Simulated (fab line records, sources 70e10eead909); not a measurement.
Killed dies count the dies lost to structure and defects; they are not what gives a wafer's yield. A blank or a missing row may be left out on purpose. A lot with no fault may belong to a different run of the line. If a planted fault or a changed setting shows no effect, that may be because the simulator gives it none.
Comparing a struck lot with a sound one	flow nand harc	39 out of 1159 route steps
Sound: these wafers, L146.2, L146.4, L146.6. Struck: wafers L139.2, L139.4, L139.5. Last of all comes the cause.
Per side, at each step with rows, come the tool, then ch with its chambers, and then its first start. Under that, the readings that differ: sound wafers	struck wafers	difference of the means	sigmas: that difference in standard deviations of wafers without a fault.
alike: same words and numbers on both sides, and readings whose means sit less than 2 such deviations apart. not compared: any withheld reading, any reading some wafer has no value for, any bound like >300 that may hide the same value, and any number with overlapping values for which the record gives no deviation.
The two part at a step that has a row with sigmas, a row that says differs or no value, or rows on one side only. Numbers that don't overlap but have no deviation are shown without sigmas and don't part them. Lack of a reading on every wafer of one side parts them only where that side has two or more wafers.

first, 8 steps without rows for these wafers: NHARC_A_STAIRCASE_SOFTBAKE_284 (time 170 s); NHARC_A_STAIRCASE_EBR_285; NHARC_A_STAIRCASE_EXPOSE_286 (exposes mask CHOP 100); NHARC_A_STAIRCASE_PEB_287 (peb time 130 s); NHARC_A_STAIRCASE_DEVELOP_288 (time 140 s); NHARC_A_STAIRCASE_HARDBAKE_290 (time 140 s); NHARC_A_STAIRCASE_DESCUM_291 (chemistry O2, time 3 s); NHARC_A_STAIRCASE_ETCH_292 (etches the open film in CF4/CHF3).
NHARC_A_STAIRCASE_HM_OPEN_460: chemistry O2/COS.
  sound on rie diel-08 ch 0,1,3; struck on rie diel-03 ch 0,1,2
  alike: drypump motor current A, oes product au, rf vpp V, showerhead plenum p Torr, throttle valve pct
  not compared: rf hours counter h
then, 1 step without rows for these wafers: NHARC_A_STAIRCASE_STRIP_461 (strips in O2/COS).
NHARC_A_STAIRCASE_ETCH_452: etches the open film in CF4/O2, target depth 30 nm, overetch 3 nm, time 16.5 s.
  sound on rie diel-08 ch 1,3; struck on rie diel-03 ch 0,2
reading	sound	struck	difference	sigmas
rf vpp V (V)	196.3 196.9 195.7	199.4 199.6 199.0	+3.0	+2
  alike: drypump motor current A, oes product au, showerhead plenum p Torr, throttle valve pct
  not compared: rf hours counter h
NHARC_A_STAIRCASE_ETCH_294: etches the open film in C4F8/O2/Ar, target depth 4992 nm, time 1212.4 s.
  sound on rie diel-08 ch 0,2, day 15 02:20; struck on rie diel-03 ch 1,2,3, day 13 16:52
  alike: oes product au, rf vpp V
  not compared: rf hours counter h
NHARC_A_STAIRCASE_STRIP_295: strips in O2.
  sound on rie diel-08 ch 1,2; struck on rie diel-03 ch 0,2
  alike: drypump motor current A, oes product au, rf vpp V, showerhead plenum p Torr, throttle valve pct
  not compared: rf hours counter h
then, 14 steps without rows for these wafers: NHARC_A_STAIRCASE_STRIP_296 (strips in SPM, time 900 s); NHARC_A_STAIRCASE_PRECLEAN_297 (cleans in SC1); NHARC_A_STAIRCASE_SRD_298; NHARC_A_STAIRCASE_HM_DEP_462 (deposits aC, target thk 800 nm); NHARC_A_STAIRCASE_DEP_301 (deposits SiON, target thk 30 nm); NHARC_A_STAIRCASE_DEHYDRATE_302 (time 120 s); NHARC_A_STAIRCASE_HMDS_303 (time 30 s); NHARC_A_STAIRCASE_COAT_304; NHARC_A_STAIRCASE_SOFTBAKE_305 (time 170 s); NHARC_A_STAIRCASE_EBR_306; NHARC_A_STAIRCASE_EXPOSE_307 (exposes mask CHOP 50); NHARC_A_STAIRCASE_PEB_308 (peb time 130 s); NHARC_A_STAIRCASE_DEVELOP_309 (time 140 s); NHARC_A_STAIRCASE_HARDBAKE_311 (time 140 s).
NHARC_A_STAIRCASE_DESCUM_312: chemistry O2, time 3 s.
  sound on rie diel-08 ch 1,2, day 15 08:47; struck on rie diel-08 ch 1,2, day 13 22:50
  alike: drypump motor current A, oes product au, rf vpp V, showerhead plenum p Torr, throttle valve pct
  not compared: rf hours counter h
then, 1 step without rows for these wafers: NHARC_A_STAIRCASE_ETCH_313 (etches the open film in CF4/CHF3).
NHARC_A_STAIRCASE_HM_OPEN_463: chemistry O2/COS.
  sound on rie diel-08 ch 0,3; struck on rie diel-08 ch 1,3
  alike: drypump motor current A, oes product au, rf vpp V, showerhead plenum p Torr, throttle valve pct
  not compared: rf hours counter h
then, 8 steps without rows for these wafers: NHARC_A_STAIRCASE_STRIP_464 (strips in O2/COS); NHARC_A_STAIRCASE_ETCH_453 (etches the open film in CF4/O2, target depth 30 nm, overetch 3 nm, time 16.5 s); NHARC_A_STAIRCASE_ETCH_315 (etches the open film in C4F8/O2/Ar, target depth 2500 nm, time 607.1 s); NHARC_A_STAIRCASE_STRIP_316 (strips in O2); NHARC_A_STAIRCASE_STRIP_317 (strips in SPM, time 900 s); NHARC_A_STAIRCASE_PRECLEAN_318 (cleans in SC1); NHARC_A_STAIRCASE_SRD_329; NHARC_A_STAIRCASE_ALD_415 (deposits SiO2, target thk 30 nm, pulse time 6 s, ald cycles 300).
-- jump in the record: it breaks off in module A_STAIRCASE and resumes in module END (first step shown: number 1159 of the route), and 8 days separate the struck wafers' starts before and after --
NHARC_END_SORT_01:
  the record has rows for the struck wafers here (prober-01 ch 0, day 21 22:04) and none for the sound ones

WHERE THEY PART
Earliest at NHARC_A_STAIRCASE_ETCH_452; latest, in this record, at NHARC_END_SORT_01.

WHY: what the simulator had put in
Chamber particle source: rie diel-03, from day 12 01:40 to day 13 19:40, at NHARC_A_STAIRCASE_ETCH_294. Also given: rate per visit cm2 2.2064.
